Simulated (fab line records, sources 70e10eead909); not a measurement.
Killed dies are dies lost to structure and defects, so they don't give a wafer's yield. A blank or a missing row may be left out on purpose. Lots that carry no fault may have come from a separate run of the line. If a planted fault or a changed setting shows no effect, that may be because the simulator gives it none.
The tool behind it: which one? / flow nandHarc / 33 wafers from 11 lots sampled at 2 of the route's 1302 steps

WHAT THE GAUGES SHOWED, per wafer
NHARC_P_CONTACT_CD_MEAS_12 targets a cd of 90 nm.
lot=L478; measured=day 5 21:23; on=cdSem-01; cdNm (nm)=90.2 90.2 89.4
lot=L480; measured=day 6 16:43; on=cdSem-02; cdNm (nm)=90.7 89.8 90.9
lot=L483; measured=day 7 20:11; on=cdSem-02; cdNm (nm)=90.1 89.9 90.6
lot=L486; measured=day 9 05:37; on=cdSem-02; cdNm (nm)=90.4 90.5 89.6
lot=L488; measured=day 10 13:09; on=cdSem-01; cdNm (nm)=65.8 65.8 66.0
lot=L490; measured=day 10 18:55; on=cdSem-01; cdNm (nm)=88.9 88.8 89.7
lot=L493; measured=day 12 00:58; on=cdSem-03; cdNm (nm)=90.6 90.3 90.2
lot=L498; measured=day 14 06:58; on=cdSem-03; cdNm (nm)=88.8 89.8 89.4
lot=L499; measured=day 14 18:28; on=cdSem-01; cdNm (nm)=90.0 89.8 90.4
lot=L500; measured=day 15 00:18; on=cdSem-03; cdNm (nm)=90.0 90.5 89.8
lot=L501; measured=day 15 07:59; on=cdSem-03; cdNm (nm)=90.9 90.5 90.8

WHICH TOOL RAN EACH LOT (tool, then ch and the chambers of the sampled wafers, then the start)
lot=L478; NHARC_P_CONTACT_EXPOSE_09=arfiScanner-02 ch 0, day 5 21:15
lot=L480; NHARC_P_CONTACT_EXPOSE_09=arfiScanner-01 ch 0, day 6 16:35
lot=L483; NHARC_P_CONTACT_EXPOSE_09=arfiScanner-03 ch 0, day 7 20:04
lot=L486; NHARC_P_CONTACT_EXPOSE_09=arfiScanner-02 ch 0, day 9 05:29
lot=L488; NHARC_P_CONTACT_EXPOSE_09=arfiScanner-03 ch 0, day 10 13:01
lot=L490; NHARC_P_CONTACT_EXPOSE_09=arfiScanner-01 ch 0, day 10 18:47
lot=L493; NHARC_P_CONTACT_EXPOSE_09=arfiScanner-02 ch 0, day 12 00:49
lot=L498; NHARC_P_CONTACT_EXPOSE_09=arfiScanner-03 ch 0, day 14 06:50
lot=L499; NHARC_P_CONTACT_EXPOSE_09=arfiScanner-02 ch 0, day 14 18:20
lot=L500; NHARC_P_CONTACT_EXPOSE_09=arfiScanner-01 ch 0, day 15 00:10
lot=L501; NHARC_P_CONTACT_EXPOSE_09=arfiScanner-03 ch 0, day 15 07:51
- NHARC_P_CONTACT_EXPOSE_09: exposes mask P CA, target cd 90 nm.

THE ANSWER, worked out from the rows above alone
Rule: the usual values come from the lots themselves. Put in order of their means at a reading, lots are off if they are a third of the lots or fewer, leave a main group of 4 or more, and stand apart from it by a gap of 3 or more times the standard deviation of the main group's means; of several such gaps the widest counts. The tables above print the reading to a certain number of digits; a main group whose means all agree to those digits is not used. A lot without any number at a reading at which 4 lots or more have one is off too. All remaining lots with rows at the step are treated as sound.
Off: L488, at NHARC_P_CONTACT_CD_MEAS_12 (cdNm). The main group: mean 90.0 nm, standard deviation 0.46.
A tool fits if, at a process step before that reading, it ran every lot that is off, and no sound lot after the first of them. Gauges at NHARC_P_CONTACT_CD_MEAS_12: tried the same way as those tools. Not one of the candidates tried fits.

WHAT THE SIMULATOR PUT IN
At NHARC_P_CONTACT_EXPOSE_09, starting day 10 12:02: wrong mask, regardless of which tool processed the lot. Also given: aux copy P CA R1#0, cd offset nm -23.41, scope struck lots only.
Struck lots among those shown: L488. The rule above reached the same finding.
